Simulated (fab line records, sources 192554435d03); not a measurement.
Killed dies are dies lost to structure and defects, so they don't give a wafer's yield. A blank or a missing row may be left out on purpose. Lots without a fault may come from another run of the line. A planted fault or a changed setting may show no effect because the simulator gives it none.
Chamber matching | flow n5_finfet | N5_GATE_CUT_PECVD_57 on pecvd-01: 3 sister chambers
The step deposits SiNx from SiH4/NH3/N2, target thk 21 nm. 6 wafers are shown with their chamber, then 8 later ones without.

WAFERS WITH THEIR CHAMBER
wafer  | chamber | showerhead_plenum_p_Torr (Torr) | throttle_valve_pct (%)
L083.2 | 0       | 5.04                            | 41.2
L083.6 | 2       | 5.22                            | 37.1
L084.1 | 1       | 5.20                            | 39.7
L084.3 | 2       | 5.21                            | 37.1
L084.4 | 1       | 5.21                            | 39.9
L086.1 | 0       | 5.03                            | 41.6

WAFERS WITHOUT THEIR CHAMBER
wafer  | showerhead_plenum_p_Torr (Torr) | throttle_valve_pct (%)
L086.3 | 5.20                            | 37.3
L086.5 | 5.21                            | 40.0
L096.1 | 5.21                            | 37.4
L096.5 | 5.20                            | 39.8
L096.6 | 5.03                            | 41.4
L097.4 | 5.21                            | 39.7
L097.5 | 5.22                            | 37.8
L097.6 | 5.02                            | 41.3

WHICH CHAMBER EACH WENT THROUGH
wafer  | from the rows above | in truth
L086.3 | 2                   | 2
L086.5 | 1                   | 1
L096.1 | 2                   | 2
L096.5 | 1                   | 1
L096.6 | 0                   | 0
L097.4 | 1                   | 1
L097.5 | 2                   | 2
L097.6 | 0                   | 0
Placed correctly: 8 of 8. Can't be placed from these rows: 0. Placed wrongly: 0.
How it was worked out, from the rows above alone: a wafer's distance from a chamber is the root of the sum, over the readings, of the square of ((its reading less the chamber's mean) divided by the reading's scatter). The wafer belongs to the nearest chamber; if the next one is less than 2 further off, it can't be placed. A chamber's mean is the mean of its shown wafers. The scatter: the root of (the sum of the squares of (reading less its chamber's mean) over the shown wafers, divided by (wafers less chambers)).
